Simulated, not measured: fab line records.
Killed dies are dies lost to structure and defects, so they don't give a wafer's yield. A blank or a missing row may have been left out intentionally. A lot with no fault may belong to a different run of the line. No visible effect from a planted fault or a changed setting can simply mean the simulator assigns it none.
Matching of chambers    flow nand harc    pecvd-03 running NHARC_A_ONON_D2_DEP_33: 3 sister chambers
The step deposits SiO2, target thk 200 nm. 6 wafers are shown with their chamber, then 11 later ones without.

== EACH WAFER AND ITS CHAMBER ==
wafer   chamber  throttle valve pct (%)  heater power w (W)
L081.6  2        16.7                    466
L086.5  1        15.8                    605
L090.1  2        16.7                    384
L090.5  0        15.6                    500
L090.6  1        15.9                    587
L093.3  0        15.5                    462

== WAFERS WITH NO CHAMBER GIVEN ==
wafer   throttle valve pct (%)  heater power w (W)
L093.5  16.6                    433
L093.6  15.5                    469
L095.1  15.7                    510
L095.2  16.2                    571
L095.5  15.9                    585
L096.1  17.0                    455
L096.2  15.8                    606
L096.3  15.6                    547
L097.2  17.0                    414
L097.3  15.8                    600
L097.5  15.8                    606

== WHICH CHAMBER EACH WENT THROUGH ==
wafer   from the rows above      in truth
L093.5  2                        2
L093.6  0                        0
L095.1  can't be placed: 0 or 1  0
L095.2  1                        1
L095.5  1                        1
L096.1  2                        2
L096.2  1                        1
L096.3  0                        0
L097.2  2                        2
L097.3  1                        1
L097.5  1                        1
10 of 11 placed correctly. These rows do not allow placing 1 (true chamber among the candidates in 1). Placed wrongly: 0.
How it was worked out, from the rows above alone: a wafer's distance from a chamber is the root of the sum, over the readings, of the square of ((its reading less the chamber's mean) divided by the reading's scatter). The wafer belongs to the nearest chamber; if the next one is less than 2 further off, it can't be placed. Each chamber's mean is taken over the wafers shown for it. How the scatter is found: for the shown wafers, subtract from each reading the mean of its chamber, square and add these, divide the total by (wafers less chambers), then take the root.
